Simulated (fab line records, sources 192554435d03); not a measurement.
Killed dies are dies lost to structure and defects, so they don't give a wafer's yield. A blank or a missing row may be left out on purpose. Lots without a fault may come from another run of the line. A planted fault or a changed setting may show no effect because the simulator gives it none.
fab line records | flow n5_finfet
record lots=15 wafers=44 last_day=17
route steps=1938 shown SPACER0@258 ILD0@338 SDB@356 BEOL_M4@1111
lots that met no fault: from a run of the same line without faults
start_h: hours from the record's first day to the start of the lot's first wafer shown | wait_h: hours since the lot's step before | " the same as in the row above | L1.1+2: a row that stands for several wafers | - no value, or no start given | * or withheld: withheld | < > ~ a bound
route shown NAME@n: a module of which the file shows steps, and the number in the route of the first | usual: mean/standard deviation of fault-free wafers | same: alike in all rows | chamber/n: place in a boat | sites: the reading at each site | _std_site: their standard deviation | _edge_site: outer sites' mean less inner sites' | radius_mm: how far each site lies from the wafer's centre | mask NAME#n: copy n | behind: the tool/chamber that last shaped the wafer | hold: why the lot was held/for how many hours/how that ended | device: the transistor (n, p or np) that didn't switch | end of line: the same wafers' tests at the end of the route | a step without rows: its recipe alone | killed: dies lost to structure and defects at the first sort, not the wafer's yield | map: a wafer's dies, x killed, . not, _ none there
set.NAME: the setting as run; set.NAME@STEP: as run at that earlier step | model.NAME: the simulator's own value behind a step, which no gauge read
steps of the route over a sample of lots; a table a step, a row a wafer
services: from which hour (start_h, from the record's first day; less than 0 if before it) a tool's chamber was out of use, for how many hours, and why
## steps
# step N5_SPACER0_ALD_07
# recipe material=SiNx target_thk_a=20 temp_c=400 ald_precursor_family=SiH2I2 ald_co_reactant=N2/H2-plasma pressure_torr=2
# usual heater_power_w=804/62
# columns lot.wafer tool chamber start_h wait_h heater_power_w
L926.3 ald_sin-01 1 46.88 0.0 821
L926.4 " 3 " " 779
L926.5 " 1 " " 840
L929.1 ald_sin-03 1 67.13 0.0 741
L929.3 " 2 " " 828
L929.6 " 1 " " 746
L931.3 ald_sin-03 3 79.58 0.0 898
L931.4 " 2 " " 815
L931.5 " 1 " " 742
L932.2 ald_sin-03 3 84.55 0.1 891
L932.4 " 0 " " 840
L932.6 " 2 " " 816
L933.2 ald_sin-01 0 90.06 0.0 668
L933.3 " 1 " " 835
L933.4 " 0 " " 667
L934.2 ald_sin-01 3 96.73 0.5 776
L934.3 " 0 " " 663
L934.6 " 3 " " 766
L935.1 ald_sin-03 2 102.72 0.0 806
L935.4 " 0 " " 844
L935.5 " 3 " " 886
L936.1 ald_sin-03 3 112.27 0.0 923
L936.6 " 3 " " 897
L939.1 ald_sin-04 0 130.21 0.0 823
L939.2 " 1 " " 816
L939.3 " 2 " " 876
L940.1 ald_sin-03 2 133.87 0.1 836
L940.4 " 3 " " 910
L940.5 " 1 " " 745
L941.2 ald_sin-03 2 138.71 0.1 821
L941.5 " 1 " " 779
L941.6 " 2 " " 825
L945.3 ald_sin-01 3 161.51 0.0 780
L945.5 " 3 " " 753
L945.6 " 0 " " 651
L946.2 ald_sin-04 0 166.95 0.0 830
L946.4 " 1 " " 817
L946.6 " 1 " " 817
L948.1 ald_sin-01 3 180.35 1.5 781
L948.5 " 2 " " 840
L948.6 " 3 " " 785
L949.2 ald_sin-01 2 185.53 0.0 844
L949.5 " 1 " " 820
L949.6 " 0 " " 676
# step N5_ILD0_CMP_03
# recipe stop_on=SiNx t_overpolish_s=1.9 post_cmp_clean=alkaline_brush down_force_psi=4.1491 platen_rpm=51.796 pad_velocity_m_s=1.0306 target_thk_nm=197.38
# usual edge_zone_pressure_frac=1.001/0.0048 head_pressure_psi=4.150/0.0085 motor_current_A=12.2/1.3 overpolish_run_s=1.900/0.0082 retaining_ring_pressure_frac=1.000/0.0052 time_to_endpoint_s=68/5.2
# columns lot.wafer tool chamber start_h wait_h edge_zone_pressure_frac head_pressure_psi motor_current_A overpolish_run_s retaining_ring_pressure_frac time_to_endpoint_s
L926.4 cmp-02 0 62.05 0.1 0.998 4.143 12.1 1.900 0.992 68
L926.3 " 1 " " 1.002 4.131 12.6 1.897 0.994 65
L926.5 " 3 " " 1.004 4.157 12.3 1.904 1.001 79
L929.3 cmp-02 0 83.49 0.0 0.995 4.168 12.0 1.906 0.997 69
L929.1 " 2 " " 1.012 4.152 11.1 1.896 0.996 65
L929.6 " 1 " " 1.005 4.152 13.0 1.897 0.998 65
L931.3 cmp-04 0 92.96 0.0 1.002 4.150 14.4 1.905 1.006 75
L931.4 " 2 " " 1.009 4.172 13.6 1.900 1.001 73
L931.5 " 0 " " 1.007 4.158 14.3 1.905 1.006 76
L932.2 cmp-02 3 97.44 0.1 1.002 4.158 12.5 1.894 1.004 79
L932.4 " 1 " " 0.998 4.143 12.8 1.922 0.999 65
L932.6 " 3 " " 1.000 4.160 12.2 1.900 1.000 74
L933.4 cmp-03 2 102.98 0.1 1.006 4.142 12.0 1.895 1.003 60
L933.3 " 3 " " 1.001 4.147 14.4 1.903 0.999 69
L933.2 " 0 " " 1.010 4.169 11.3 1.896 0.995 65
L934.3 cmp-02 1 109.84 0.0 1.003 4.157 12.7 1.912 1.005 66
L934.2 " 3 " " 1.007 4.154 12.6 1.922 0.997 76
L934.6 " 1 " " 1.004 4.151 11.8 1.897 1.007 67
L935.1 cmp-02 2 116.33 0.0 1.004 4.153 11.8 1.890 1.010 65
L935.4 " 0 " " 1.004 4.149 12.2 1.907 0.993 69
L935.5 " 3 " " 1.007 4.143 11.9 1.891 1.008 77
L936.1 cmp-04 0 125.19 0.1 1.002 4.154 13.8 1.903 0.998 77
L936.6 " 1 " " 0.990 4.157 10.5 1.881 1.002 72
L939.3 cmp-02 0 143.17 0.2 - - - - - -
L939.1 " 1 " " - - - - - -
L939.2 " 2 " " - - - - - -
L940.4 cmp-03 1 146.03 0.0 - - - - - -
L940.1 " 2 " " - - - - - -
L940.5 " 1 " " - - - - - -
L941.2 cmp-03 0 154.70 0.1 - - - - - -
L941.5 " 2 " " - - - - - -
L941.6 " 3 " " - - - - - -
L945.3 cmp-04 0 174.04 0.0 0.999 4.137 13.6 1.905 1.000 68
L945.5 " 0 " " 1.001 4.134 14.0 1.903 0.998 72
L945.6 " 1 " " 1.006 4.163 10.4 1.894 1.007 64
L946.2 cmp-04 2 179.33 0.0 1.007 4.153 13.3 1.896 1.000 67
L946.4 " 0 " " 1.000 4.159 14.1 1.897 0.992 69
L946.6 " 2 " " 0.996 4.154 13.6 1.890 1.000 67
L948.1 cmp-02 1 194.65 0.1 1.003 4.159 12.4 1.911 0.993 65
L948.6 " 3 " " 1.004 4.137 11.8 1.895 0.992 81
L948.5 " 0 " " 0.997 4.128 11.1 1.894 0.998 70
L949.2 cmp-03 3 199.50 0.2 1.007 4.168 15.0 1.896 1.003 69
L949.6 " 1 " " 0.996 4.145 10.9 1.900 1.003 64
L949.5 " 2 " " 1.010 4.145 12.6 1.911 1.002 59
# step N5_SDB_CD_MEAS_11
# recipe target_cd_nm=50 landing_energy_ev=500 detector=se_inlens polarity=opening
# usual cd_nm=50.5/1.5
# columns lot.wafer tool chamber start_h wait_h cd_nm
L926.3 cd_sem-03 0 66.20 - 48.1
L926.4 " 0 " " 51.3
L926.5 " 0 " " 51.2
L929.1 cd_sem-01 0 87.84 - 51.6
L929.3 " 0 " " 51.3
L929.6 " 0 " " 51.0
L931.3 cd_sem-03 0 97.18 - 50.6
L931.4 " 0 " " 52.0
L931.5 " 0 " " 50.7
L932.2 cd_sem-01 0 101.62 - 49.8
L932.4 " 0 " " 50.5
L932.6 " 0 " " 50.1
L933.2 cd_sem-02 0 107.16 - 49.9
L933.3 " 0 " " 49.5
L933.4 " 0 " " 47.9
L934.2 cd_sem-03 0 114.32 - 50.8
L934.3 " 0 " " 50.7
L934.6 " 0 " " 51.9
L935.1 cd_sem-01 0 120.95 - 52.1
L935.4 " 0 " " 50.9
L935.5 " 0 " " 54.0
L936.1 cd_sem-02 0 129.42 - 51.0
L936.6 " 0 " " 51.6
L945.3 cd_sem-02 0 178.38 - 49.2
L945.5 " 0 " " 49.6
L945.6 " 0 " " 49.4
L946.2 cd_sem-02 0 183.99 - 52.3
L946.4 " 0 " " 50.4
L946.6 " 0 " " 48.3
L948.1 cd_sem-01 0 199.22 - 50.7
L948.5 " 0 " " 51.1
L948.6 " 0 " " 52.9
L949.2 cd_sem-03 0 203.77 - 46.9
L949.5 " 0 " " 51.0
L949.6 " 0 " " 51.9
# step N5_BEOL_M4_RC_MEAS_101
# usual DIBL_N=35.9/2.5 DIBL_P=36.0/3 IOFF_N=0.16/0.047 IOFF_P=0.21/0.047 ION_N=671/14 ION_P=460/8.8 SS_N=71.5/0.73 SS_P=73.2/0.91 VT_N=250/4.3 VT_P=-251/3.6
# columns lot.wafer tool chamber start_h wait_h DIBL_N[mV/V] DIBL_P[mV/V] IOFF_N[nA/um] IOFF_P[nA/um] ION_N[uA/um] ION_P[uA/um] SS_N[mV/dec] SS_P[mV/dec] VT_N[mV] VT_P[mV]
L926.3 prober-02 0 162.56 0.3 34.8 34.4 0.14 0.19 662 453 71.0 73.3 250 -254
L926.4 " 0 " " 37.7 37.2 0.20 0.22 679 465 72.4 73.2 245 -251
L926.5 " 0 " " 34.1 33.6 0.14 0.17 653 444 70.5 72.7 249 -256
L929.1 prober-01 0 183.32 0.3 36.9 36.9 0.17 0.21 670 456 71.9 72.8 250 -249
L929.3 " 0 " " 33.8 32.7 0.12 0.16 657 446 71.5 71.5 254 -253
L929.6 " 0 " " 35.2 33.2 0.14 0.17 665 455 71.5 73.1 251 -254
L931.3 prober-01 0 187.33 0.3 39.6 39.0 0.24 0.26 707 475 71.7 74.3 241 -249
L931.4 " 0 " " 32.6 29.5 0.10 0.13 654 447 69.6 71.7 256 -256
L931.5 " 0 " " 40.8 38.8 0.28 0.26 684 460 72.6 74.4 243 -248
L932.2 prober-02 0 191.38 0.2 37.6 35.2 0.16 0.20 657 450 72.0 73.0 254 -249
L932.4 " 0 " " 40.0 40.5 0.24 0.31 689 466 72.2 74.5 243 -243
L932.6 " 0 " " 34.1 33.2 0.12 0.17 648 447 70.2 72.8 254 -254
L933.2 prober-02 0 206.96 0.2 35.2 34.8 0.16 0.17 677 453 71.7 72.9 250 -256
L933.3 " 0 " " 32.0 32.5 0.12 0.14 660 452 70.7 72.5 252 -254
L933.4 " 0 " " 32.7 32.3 0.12 0.14 658 449 70.5 72.9 254 -257
L934.2 prober-01 0 217.12 0.2 37.0 35.8 0.16 0.21 681 465 71.8 74.2 251 -250
L934.3 " 0 " " 36.8 35.4 0.15 0.19 667 454 71.2 73.2 251 -254
L934.6 " 0 " " 38.2 36.5 0.17 0.21 674 457 72.0 73.9 247 -252
L935.1 prober-01 0 222.17 0.0 31.1 29.3 0.08 0.12 650 452 69.3 70.9 257 -257
L935.4 " 0 " " 34.7 32.3 0.11 0.15 642 444 71.4 72.0 256 -253
L935.5 " 0 " " 34.7 32.0 0.12 0.14 655 444 70.7 71.4 253 -253
L936.1 prober-02 0 225.20 0.0 36.7 38.3 0.19 0.26 684 480 71.8 73.1 246 -247
L936.6 " 0 " " 30.7 32.0 0.10 0.18 639 456 70.1 71.6 255 -248
L945.3 prober-01 0 280.46 0.3 36.5 36.7 0.16 0.22 681 465 70.9 73.4 250 -249
L945.5 " 0 " " 38.0 36.8 0.18 0.21 690 461 71.8 73.0 250 -252
L945.6 " 0 " " 37.2 38.1 0.17 0.25 676 468 72.1 73.2 250 -249
L946.2 prober-01 0 283.90 0.2 34.3 34.8 0.13 0.19 667 460 71.5 73.0 253 -252
L946.4 " 0 " " 35.8 37.5 0.15 0.22 654 457 71.7 73.7 251 -249
L946.6 " 0 " " 37.4 40.5 0.21 0.29 692 473 72.7 74.5 243 -244
L948.1 prober-02 0 300.24 0.0 35.0 35.1 0.13 0.19 655 452 71.1 72.8 255 -252
L948.5 " 0 " " 34.7 34.8 0.15 0.19 681 468 71.2 73.5 251 -250
L948.6 " 0 " " 32.9 32.7 0.10 0.16 656 455 71.0 72.0 259 -254
L949.2 prober-01 0 300.53 0.2 35.2 33.5 0.12 0.16 668 458 71.1 73.0 254 -252
L949.5 " 0 " " 39.7 39.0 0.20 0.25 673 457 73.0 74.5 249 -250
L949.6 " 0 " " 33.6 33.2 0.11 0.16 664 462 70.8 72.2 253 -254
## services
# columns tool chamber start_h hours kind
cmp-03 - 29.29 1.2 repair
cmp-03 - 36.21 3.2 pm
ald_sin-01 - 39.01 4.3 pm
cmp-03 - 51.33 1.6 repair
ald_sin-01 0 57.93 6.9 repair
cmp-03 - 59.37 3.5 repair
cmp-03 - 68.99 4.0 pm
cmp-04 - 77.16 1.1 repair
ald_sin-01 2 86.81 36.7 repair
cmp-02 - 94.82 0.7 repair
cmp-04 - 96.85 1.0 repair
cmp-04 - 106.25 0.8 repair
cmp-03 - 109.17 2.9 repair
ald_sin-03 2 111.45 3.5 repair
ald_sin-04 3 118.43 18.7 repair
cmp-03 - 118.77 1.5 repair
cmp-02 - 123.53 3.4 repair
cmp-04 - 136.63 9.2 pm
cmp-03 - 142.80 0.4 repair
cmp-04 - 146.08 4.0 pm
cmp-03 - 153.91 0.3 repair
ald_sin-03 - 176.92 14.0 pm
cmp-04 - 181.87 3.1 repair
cmp-02 - 196.66 6.3 pm
## key
first_sign step=N5_ILD0_CMP_03 reading=tool_record direction=missing
effect none on later readings
met_at N5_ILD0_CMP_03
struck_lots L939,L940,L941
later_rows_left_out L939.1,L939.2,L939.3,L940.1,L940.4,L940.5,L941.2,L941.5,L941.6
sort_left_out L939.1,L939.2,L939.3,L940.1,L940.4,L940.5,L941.2,L941.5,L941.6
tester_left_out L939,L940,L941
not_acting_at N5_SPACER0_ALD_07,N5_SDB_CD_MEAS_11
onset_between 116.33 143.17
fault kind=skipped_step_whole tool=cmp-02,cmp-03 chamber=- onset_h=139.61 steps=N5_ILD0_CMP_03 scope=struck_lots_only
# tester_left_out: of these lots the tester's yield and bins aren't shown, on N5 and GAA mostly nor the transistor test; their killed dies are dies lost to structure and defects alone, not to doping, threshold or leakage, so they don't give the yield
# sort_left_out: the simulated sort isn't trusted on such a fault, so these wafers' sort isn't shown, and their yield isn't known
# later_rows_left_out: the simulator's readings of these wafers behind a module that went badly wrong aren't trusted and aren't shown, but for the sort
